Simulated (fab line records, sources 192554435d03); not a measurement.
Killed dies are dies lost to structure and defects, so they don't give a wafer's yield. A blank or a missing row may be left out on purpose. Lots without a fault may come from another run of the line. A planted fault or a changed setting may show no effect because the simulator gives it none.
fab line records | flow n5_finfet
record lots=6 wafers=18 last_day=18
route steps=1938 shown BEOL_M3@1009 BEOL_M4@1021 PASSIVATION@1936
lots that met no fault: from a run of the same line without faults
start_h: hours from the record's first day to the start of the lot's first wafer shown | wait_h: hours since the lot's step before | " the same as in the row above | L1.1+2: a row that stands for several wafers | - no value, or no start given | * or withheld: withheld | < > ~ a bound
route shown NAME@n: a module of which the file shows steps, and the number in the route of the first | usual: mean/standard deviation of fault-free wafers | same: alike in all rows | chamber/n: place in a boat | sites: the reading at each site | _std_site: their standard deviation | _edge_site: outer sites' mean less inner sites' | radius_mm: how far each site lies from the wafer's centre | mask NAME#n: copy n | behind: the tool/chamber that last shaped the wafer | hold: why the lot was held/for how many hours/how that ended | device: the transistor (n, p or np) that didn't switch | end of line: the same wafers' tests at the end of the route | a step without rows: its recipe alone | killed: dies lost to structure and defects at the first sort, not the wafer's yield | map: a wafer's dies, x killed, . not, _ none there
set.NAME: the setting as run; set.NAME@STEP: as run at that earlier step | model.NAME: the simulator's own value behind a step, which no gauge read
lots at some steps of the route; a table a step, a row a wafer
services: from which hour (start_h, from the record's first day; less than 0 if before it) a tool's chamber was out of use, for how many hours, and why
## steps
# step N5_BEOL_M3_ANNEAL_95
# recipe temp_c=400 time_s=240 ambient=vacuum
# step N5_BEOL_M3_SPUTTER_96
# recipe material=Cu target_thk_a=45 temp_c=-20 chamber_pressure_pa=0.07 power_w=withheld time_s=8.29
# usual throttle_valve_pct=30.3/1.1
# columns lot.wafer tool chamber start_h wait_h throttle_valve_pct
L227.1 pvd_sputter-01 - 179.77 0.1 29.5
L227.3 " - " " 31.5
L227.5 " - " " 31.9
L228.1 pvd_sputter-01 - 184.71 0.1 29.6
L228.2 " - " " 29.9
L228.6 " - " " 29.7
L232.1 pvd_sputter-03 - 217.17 0.1 29.5
L232.4 " - " " 31.5
L232.5 " - " " 30.5
L234.1 pvd_sputter-01 - 218.88 0.1 30.3
L234.2 " - " " 29.3
L234.3 " - " " 29.7
L241.1 pvd_sputter-02 - 259.03 0.1 30.0
L241.4 " - " " 31.6
L241.5 " - " " 30.1
L246.1 pvd_sputter-03 - 303.33 0.1 31.7
L246.4 " - " " 30.6
L246.6 " - " " 29.4
# step N5_BEOL_M3_ECD_50
# recipe material=Cu target_thk_a=3000
# step N5_BEOL_M3_ANNEAL_51
# recipe temp_c=225 time_s=90 ambient=N2
# usual wafer_temp_C_max=225.87/0.29
# columns lot.wafer tool chamber start_h wait_h wafer_temp_C_max
L227.1 rtp_anneal-02 0 179.96 0.1 225.43
L227.3 " 0 " " 225.30
L227.5 " 0 " " 225.51
L228.1 rtp_anneal-02 0 184.90 0.1 225.90
L228.2 " 0 " " 225.63
L228.6 " 0 " " 226.00
L232.1 rtp_anneal-01 0 217.37 0.1 225.93
L232.4 " 0 " " 226.20
L232.5 " 0 " " 226.17
L234.1 rtp_anneal-02 0 219.17 0.1 225.61
L234.2 " 0 " " 225.95
L234.3 " 0 " " 225.37
L241.1 rtp_anneal-01 0 259.33 0.2 225.99
L241.4 " 0 " " 226.12
L241.5 " 0 " " 226.18
L246.1 rtp_anneal-02 0 303.60 0.1 225.71
L246.4 " 0 " " 225.64
L246.6 " 0 " " 225.72
# step N5_BEOL_M3_CMP_52
# recipe stop_on=SiOC t_overpolish_s=6.8 down_force_psi=1 platen_rpm=50 clearing_platen_down_force_psi=1.5 clearing_platen_rpm=50 post_cmp_clean=cu_alkaline target_thk_nm=40 clearing_platen_pad_velocity_m_s=0.99484 pad_velocity_m_s=0.99484
# step N5_BEOL_M3_THK_MEAS_53
# recipe thk_meas_gauge=xrf reads=Cu_of_BEOL_M3_ECD_50
# usual M3_THK=40.4/1.5
# columns lot.wafer tool chamber start_h wait_h M3_THK[nm]
L227.1 film_metro-02 - 180.55 - 41.1
L227.3 " - " " 39.5
L227.5 " - " " 43.4
L228.1 film_metro-02 - 185.51 - 39.6
L228.2 " - " " 40.3
L228.6 " - " " 40.8
L232.1 film_metro-02 - 218.16 - 40.5
L232.4 " - " " 40.8
L232.5 " - " " 42.4
L234.1 film_metro-02 - 219.76 - 40.4
L234.2 " - " " 41.3
L234.3 " - " " 41.6
L241.1 film_metro-02 - 259.92 - 38.7
L241.4 " - " " 40.6
L241.5 " - " " 42.3
L246.1 film_metro-02 - 304.19 - 37.7
L246.4 " - " " 42.1
L246.6 " - " " 41.2
# step N5_BEOL_M3_PRE_CLEAN_60
# recipe gas=NH3/H2 time_s=15 temp_c=* rf_power_w=300
# usual heater_power_w=80/16
# columns lot.wafer tool chamber start_h wait_h heater_power_w
L227.1 cvd_co-02 0 180.59 0.0 84
L227.3 " 2 " " 76
L227.5 " 1 " " 101
L228.1 cvd_co-02 1 185.54 0.0 98
L228.2 " 0 " " 82
L228.6 " 2 " " 81
L232.1 cvd_co-01 0 218.20 0.0 92
L232.4 " 0 " " 93
L232.5 " 2 " " 64
L234.1 cvd_co-01 0 219.80 0.0 92
L234.2 " 2 " " 65
L234.3 " 1 " " 45
L241.1 cvd_co-02 1 259.96 0.0 101
L241.4 " 2 " " 77
L241.5 " 0 " " 84
L246.1 cvd_co-02 0 304.23 0.0 85
L246.4 " 0 " " 84
L246.6 " 2 " " 79
# step N5_BEOL_M3_CO_CAP_55
# recipe material=Co target_thk_a=20 temp_c=200 precursor=CCTBA/H2 pressure_torr=30 time_s=102.1
# usual heater_power_w=230/20
# columns lot.wafer tool chamber start_h wait_h heater_power_w
L227.1 cvd_co-02 0 180.63 0.0 234
L227.3 " 2 " " 231
L227.5 " 1 " " 258
L228.1 cvd_co-02 1 185.58 0.0 257
L228.2 " 0 " " 239
L228.6 " 2 " " 227
L232.1 cvd_co-01 0 218.24 0.0 242
L232.4 " 0 " " 244
L232.5 " 2 " " 208
L234.1 cvd_co-01 0 219.84 0.0 244
L234.2 " 2 " " 209
L234.3 " 1 " " 187
L241.1 cvd_co-02 1 260.00 0.0 248
L241.4 " 2 " " 226
L241.5 " 0 " " 237
L246.1 cvd_co-02 0 304.27 0.0 236
L246.4 " 0 " " 234
L246.6 " 2 " " 231
# step N5_BEOL_M3_PRE_CLEAN_56
# recipe gas=NH3 time_s=15 temp_c=withheld rf_power_w=300
# step N5_BEOL_M3_DEP_57
# recipe material=SiCN target_thk_a=80 temp_c=withheld precursor=3MS/NH3 pressure_torr=3 rf_w=202 time_s=14
# usual showerhead_plenum_p_Torr=3.659/0.014 throttle_valve_pct=9.0/0.7
# columns lot.wafer tool chamber start_h wait_h showerhead_plenum_p_Torr throttle_valve_pct
L227.1 pecvd-01 0 180.75 0.0 3.645 10.1
L227.3 " 1 " " 3.647 8.5
L227.5 " 0 " " 3.633 10.3
L228.1 pecvd-01 1 185.70 0.0 3.645 8.6
L228.2 " 0 " " 3.629 10.3
L228.6 " 0 " " 3.636 10.4
L232.1 pecvd-03 0 218.35 0.0 3.660 9.4
L232.4 " 1 " " 3.669 9.6
L232.5 " 0 " " 3.665 9.2
L234.1 pecvd-01 1 219.95 0.0 3.647 8.7
L234.2 " 2 " " 3.656 8.8
L234.3 " 0 " " 3.646 10.3
L241.1 pecvd-01 1 260.11 0.0 3.650 8.3
L241.4 " 0 " " 3.642 10.3
L241.5 " 1 " " 3.646 8.4
L246.1 pecvd-04 1 304.39 0.0 3.684 8.8
L246.4 " 0 " " 3.668 8.7
L246.6 " 1 " " 3.682 8.9
# step N5_BEOL_M3_RS_MEAS_58
# recipe thk_meas_gauge=four-point-probe reads=Co_of_BEOL_M3_CO_CAP_55+Cu_of_BEOL_M3_ECD_50+Co_of_BEOL_M3_CVD_47+TaN_of_BEOL_M3_ALD_84
# usual M3_RS=0.67/0.032
# columns lot.wafer tool chamber start_h wait_h M3_RS[ohm/sq]
L227.1 film_metro-01 - 180.81 0.0 0.64
L227.3 " - " " 0.68
L227.5 " - " " 0.60
L228.1 film_metro-02 - 185.77 0.0 0.68
L228.2 " - " " 0.67
L228.6 " - " " 0.65
L232.1 film_metro-02 - 218.42 0.0 0.67
L232.4 " - " " 0.67
L232.5 " - " " 0.63
L234.1 film_metro-01 - 220.02 0.0 0.66
L234.2 " - " " 0.65
L234.3 " - " " 0.63
L241.1 film_metro-01 - 260.18 0.0 0.70
L241.4 " - " " 0.65
L241.5 " - " " 0.63
L246.1 film_metro-01 - 304.45 0.0 0.72
L246.4 " - " " 0.63
L246.6 " - " " 0.64
# step N5_BEOL_M3_INSPECT_59
# recipe inspect_instrument=darkfield mode=post_dep
# usual raw_defect_count=67/24
# columns lot.wafer tool chamber start_h wait_h raw_defect_count
L227.1 defect_inspect-01 - 180.87 0.1 166
L227.3 " - " " 115
L227.5 " - " " 118
L228.1 defect_inspect-02 - 185.79 0.0 55
L228.2 " - " " 64
L228.6 " - " " 64
L232.1 defect_inspect-02 - 218.45 0.0 65
L232.4 " - " " 92
L232.5 " - " " 72
L234.1 defect_inspect-02 - 220.05 0.0 42
L234.2 " - " " 56
L234.3 " - " " 48
L241.1 defect_inspect-02 - 260.20 0.0 36
L241.4 " - " " 39
L241.5 " - " " 50
L246.1 defect_inspect-01 - 304.48 0.0 67
L246.4 " - " " 68
L246.6 " - " " 66
# step N5_BEOL_M4_ILD_DEP_00
# recipe material=SiOC target_thk_a=790 temp_c=350 precursor=DEMS/O2 pressure_torr=5 rf_w=500 time_s=15.3
# usual heater_power_w=464/39 showerhead_plenum_p_Torr=5.694/0.014 susceptor_temp_C=350.01/0.21 throttle_valve_pct=12.1/0.86
# columns lot.wafer tool chamber start_h wait_h heater_power_w showerhead_plenum_p_Torr susceptor_temp_C throttle_valve_pct
L227.1 pecvd-01 2 180.91 0.0 508 5.685 350.12 11.8
L227.3 " 1 " " 495 5.693 349.79 11.3
L227.5 " 2 " " 510 5.679 349.82 11.7
L228.1 pecvd-02 1 185.83 0.0 453 5.682 350.16 12.7
L228.2 " 0 " " 458 5.705 349.89 12.4
L228.6 " 1 " " 439 5.681 350.06 12.6
L232.1 pecvd-02 0 218.48 0.0 481 5.700 351.29 12.6
L232.4 " 2 " " 455 5.691 350.86 11.1
L232.5 " 1 " " 438 5.702 351.22 13.0
L234.1 pecvd-02 2 220.08 0.0 444 5.706 350.99 11.4
L234.2 " 1 " " 491 5.710 351.12 12.8
L234.3 " 0 " " 454 5.715 351.07 12.7
L241.1 pecvd-03 2 260.24 0.0 555 5.714 349.76 10.6
L241.4 " 1 " " 486 5.712 350.00 12.7
L241.5 " 0 " " 429 5.671 349.87 12.3
L246.1 pecvd-03 1 304.52 0.0 512 5.694 349.86 12.8
L246.4 " 2 " " 552 5.700 350.36 10.7
L246.6 " 2 " " 547 5.702 350.56 10.6
# step N5_BEOL_M4_THK_MEAS_01
# recipe reads=SiOC_of_BEOL_M4_ILD_DEP_00
# usual M4_ILD_THK=78.9/0.97
# columns lot.wafer tool chamber start_h wait_h M4_ILD_THK[nm]
L227.1 film_metro-02 - 180.98 0.0 76.9
L227.3 " - " " 77.5
L227.5 " - " " 78.7
L228.1 film_metro-02 - 185.90 0.0 79.0
L228.2 " - " " 79.0
L228.6 " - " " 79.8
L232.1 film_metro-01 - 218.55 0.0 79.0
L232.4 " - " " 80.3
L232.5 " - " " 79.9
L234.1 film_metro-02 - 220.15 0.0 79.1
L234.2 " - " " 78.7
L234.3 " - " " 78.4
L241.1 film_metro-01 - 260.31 0.0 77.9
L241.4 " - " " 80.9
L241.5 " - " " 80.0
L246.1 film_metro-01 - 304.60 0.1 78.4
L246.4 " - " " 78.8
L246.6 " - " " 79.2
# step N5_BEOL_M4_RC_MEAS_101
# usual DIBL_N=35.8/1.4 DIBL_P=35.8/1.6 IOFF_N=0.152/0.021 IOFF_P=0.204/0.027 ION_N=672/8.7 ION_P=461/6.2 SS_N=71.5/0.54 SS_P=73.1/0.57 VT_N=250.0/2.5 VT_P=-250.6/2.7
# columns lot.wafer tool chamber start_h wait_h DIBL_N[mV/V] DIBL_P[mV/V] IOFF_N[nA/um] IOFF_P[nA/um] ION_N[uA/um] ION_P[uA/um] SS_N[mV/dec] SS_P[mV/dec] VT_N[mV] VT_P[mV]
L227.1 prober-01 0 198.42 0.0 38.4 36.1 0.174 0.258 688 475 71.2 73.6 246.6 -247.0
L227.3 " 0 " " 38.6 36.0 0.176 0.247 694 477 71.5 73.2 250.5 -247.0
L227.5 " 0 " " 37.8 35.3 0.165 0.242 689 472 72.0 73.5 246.7 -247.8
L228.1 prober-02 0 198.87 0.0 37.8 39.8 0.215 0.286 680 470 71.7 74.0 243.1 -245.3
L228.2 " 0 " " 34.1 34.8 0.129 0.189 671 468 70.6 72.2 249.4 -250.8
L228.6 " 0 " " 36.0 36.2 0.151 0.215 674 463 70.9 72.2 250.3 -248.8
L232.1 prober-02 0 233.52 0.0 36.3 37.3 0.147 0.183 662 452 71.3 73.2 252.2 -253.7
L232.4 " 0 " " 36.9 38.2 0.158 0.208 675 462 71.7 72.9 248.9 -250.9
L232.5 " 0 " " 37.4 39.1 0.161 0.204 676 460 72.4 73.4 248.6 -251.5
L234.1 prober-01 0 236.14 0.0 35.7 37.1 0.158 0.219 683 464 71.6 73.6 249.6 -247.2
L234.2 " 0 " " 33.5 33.6 0.126 0.172 668 455 71.2 73.2 252.8 -251.3
L234.3 " 0 " " 35.1 36.5 0.147 0.210 675 463 71.4 73.7 251.1 -248.5
L241.1 prober-02 0 274.56 0.0 38.4 36.9 0.168 0.237 684 466 71.4 72.9 249.6 -248.1
L241.4 " 0 " " 37.3 35.2 0.147 0.211 664 460 71.5 73.4 252.0 -250.0
L241.5 " 0 " " 36.9 33.7 0.133 0.186 669 460 71.5 72.9 252.3 -251.4
L246.1 prober-02 0 316.25 0.0 35.7 33.9 0.151 0.192 678 464 71.7 72.7 248.7 -248.6
L246.4 " 0 " " 35.2 32.9 0.144 0.178 670 455 71.1 71.9 249.1 -254.6
L246.6 " 0 " " 34.7 32.5 0.138 0.180 668 462 70.4 72.3 251.3 -251.1
# step N5_PASSIVATION_PROBE_49
# usual defect_limited_yield=91.6/1.4 killed_at_M0_to_M3=33/9.7 killed_at_M4_up=13/5.4 killed_at_contacts=13/6.6 killed_at_front_end=36/11 killed_at_other=3.9/3 killed_dies=99/16 killed_open=66/12 killed_short=32/7.9 sort_bin_5_function=4.9/0.9 sort_bin_6_memory=3.2/0.67 sort_n_pass=1081/16 sort_yield_pct=91.6/1.4
# same gross_dies=1180 killed_at_back_side=0 sort_bin_4_leakage[%]=0 sort_bin_8_speed[%]=0
# columns lot.wafer tool chamber start_h wait_h defect_limited_yield[%] killed_at_M0_to_M3 killed_at_M4_up killed_at_contacts killed_at_front_end killed_at_other killed_dies killed_open killed_short sort_bin_5_function[%] sort_bin_6_memory[%] sort_n_pass sort_yield_pct[%]
L227.1 prober-02 - 308.08 0.0 93.0 26 9 15 33 0 83 61 21 3.6 3.2 1097 93.0
L227.3 prober-02 - 308.18 0.1 88.6 39 21 30 36 8 134 98 35 7.0 4.0 1046 88.6
L227.5 prober-02 - 308.28 0.2 89.0 45 8 21 48 8 130 79 51 5.8 4.4 1050 89.0
L232.1 prober-02 - 338.56 0.0 91.3 45 9 7 40 2 103 68 35 5.2 3.3 1077 91.3
L232.4 prober-02 - 338.71 0.2 92.9 37 10 6 24 7 84 59 24 4.1 3.0 1096 92.9
L232.5 prober-02 - 338.76 0.2 91.6 38 12 11 35 3 99 69 30 5.4 2.6 1081 91.6
L234.2 prober-01 - 340.60 0.1 93.0 20 8 17 35 3 83 49 34 3.9 2.6 1097 93.0
L241.1 prober-01 - 380.46 0.0 91.7 32 16 11 38 1 98 64 33 5.3 2.7 1082 91.7
L241.4 prober-01 - 380.61 0.2 91.9 31 13 13 35 3 95 65 29 4.2 3.6 1085 91.9
L241.5 prober-01 - 380.66 0.2 91.6 22 8 10 56 3 99 58 41 4.8 3.2 1081 91.6
# killed by level:class
L227.1 MOL_CONTACT_COAG:geometric_particle:open=14 STI_FIN_REVEAL:geometric_particle:open=8 BEOL_M3:geometric_particle:open=8 BEOL_M0_SAQP:geometric_particle:open=7 FIN_SAQP:geometric_particle:open=6 GATE_CUT:geometric_particle:short=4 GATE_CUT:geometric_particle:open=4 FIN_SAQP:geometric_particle:short=3
L227.3 MOL_CONTACT_COAG:geometric_particle:open=21 BEOL_M3:geometric_particle:open=17 BEOL_M2:geometric_particle:open=10 BEOL_M4:geometric_particle:open=10 MOL_CONTACT_COAG:geometric_particle:short=9 FIN_SAQP:geometric_particle:open=6 STI_FIN_REVEAL:geometric_particle:open=6 STARTING-WAFER:geometric_particle:open=6
L227.5 MOL_CONTACT_COAG:geometric_particle:open=11 BEOL_M0_SAQP:geometric_particle:open=11 MOL_CONTACT_COAG:geometric_particle:short=10 BEOL_M2:geometric_particle:open=10 STI_FIN_REVEAL:geometric_particle:open=9 BEOL_M3:geometric_particle:open=9 BEOL_M0_SAQP:geometric_particle:short=9 FIN_SAQP:geometric_particle:open=7
L232.1 STI_FIN_REVEAL:geometric_particle:open=17 BEOL_M0_SAQP:geometric_particle:open=15 BEOL_M0_SAQP:geometric_particle:short=14 BEOL_M3:geometric_particle:open=7 MOL_CONTACT_COAG:geometric_particle:open=6 FIN_SAQP:geometric_particle:open=5 FIN_SAQP:geometric_particle:short=4 GATE_CUT:geometric_particle:short=4
L232.4 BEOL_M0_SAQP:geometric_particle:open=10 BEOL_M3:geometric_particle:open=9 FIN_SAQP:geometric_particle:open=6 MOL_CONTACT_COAG:geometric_particle:open=6 BEOL_M1:geometric_particle:open=6 BEOL_M0_SAQP:geometric_particle:short=4 BEOL_M2:geometric_particle:open=4 STARTING-WAFER:geometric_particle:short=4
L232.5 FIN_SAQP:geometric_particle:open=10 BEOL_M3:geometric_particle:open=9 STI_FIN_REVEAL:geometric_particle:open=8 MOL_CONTACT_COAG:geometric_particle:open=7 BEOL_M1:geometric_particle:open=7 BEOL_M0_SAQP:geometric_particle:open=5 BEOL_M0_SAQP:geometric_particle:short=5 STARTING-WAFER:geometric_particle:short=5
L234.2 MOL_CONTACT_COAG:geometric_particle:open=10 MOL_CONTACT_COAG:geometric_particle:short=7 BEOL_M3:geometric_particle:open=7 FIN_SAQP:geometric_particle:short=6 STI_FIN_REVEAL:geometric_particle:open=6 DUMMY_GATE:geometric_particle:open=5 BEOL_M0_SAQP:geometric_particle:open=5 GATE_CUT:geometric_particle:short=5
L241.1 BEOL_M2:geometric_particle:open=16 STI_FIN_REVEAL:geometric_particle:open=13 GATE_CUT:geometric_particle:short=7 MOL_CONTACT_COAG:geometric_particle:short=6 BEOL_M4:geometric_particle:open=6 FIN_SAQP:geometric_particle:short=5 MOL_CONTACT_COAG:geometric_particle:open=5 BEOL_M0_SAQP:geometric_particle:short=5
L241.4 MOL_CONTACT_COAG:geometric_particle:open=11 BEOL_M1:geometric_particle:open=9 GATE_CUT:geometric_particle:short=8 BEOL_M3:geometric_particle:open=8 STI_FIN_REVEAL:geometric_particle:open=7 DUMMY_GATE:geometric_particle:open=5 BEOL_M0:geometric_particle:short=4 STARTING-WAFER:geometric_particle:short=4
L241.5 FIN_SAQP:geometric_particle:short=14 FIN_SAQP:geometric_particle:open=10 MOL_CONTACT_COAG:geometric_particle:open=10 STI_FIN_REVEAL:geometric_particle:open=7 BEOL_M0_SAQP:geometric_particle:open=6 STI_FIN_REVEAL:geometric_particle:short=4 DUMMY_GATE:geometric_particle:open=4 GATE_CUT:geometric_particle:short=4
## services
# columns tool chamber start_h hours kind
pvd_sputter-02 - 159.31 7.1 repair
pecvd-03 2 183.78 5.5 scheduled_down
pecvd-01 2 186.98 2.1 scheduled_down
pecvd-01 2 192.19 10.5 repair
pecvd-03 1 197.80 2.1 scheduled_down
pecvd-04 2 202.38 - clean
pecvd-04 2 202.38 - consumable_replace:showerhead
pecvd-04 2 202.38 29.0 scheduled_down
pecvd-04 2 202.38 29.0 vent_cycle
pecvd-03 - 210.90 0.7 repair
pecvd-01 1 237.48 10.0 repair
cvd_co-01 - 245.95 6.9 pm
rtp_anneal-02 - 259.79 3.4 pm
pecvd-04 1 262.26 5.5 scheduled_down
pecvd-01 0 272.62 5.5 scheduled_down
pecvd-01 - 283.86 6.0 pm
cvd_co-02 - 284.48 3.8 pm
pecvd-02 0 291.76 2.1 scheduled_down
pecvd-03 - 297.75 2.6 repair
pecvd-03 0 302.05 8.0 repair
## key
first_sign step=N5_BEOL_M4_ILD_DEP_00 reading=susceptor_temp_C direction=up sigmas=5.2 usual=* struck=*
effect none on later readings
met_at N5_BEOL_M4_ILD_DEP_00
struck_wafers L232.1,L232.4,L232.5,L234.1,L234.2,L234.3
onset_between 185.83 218.48
fault kind=process_parameter_drift tool=pecvd-02 chamber=- onset_h=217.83 steps=N5_BEOL_M4_ILD_DEP_00 channel=temp_c offset=* shape=step end_h=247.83 acts_in=* stated=*
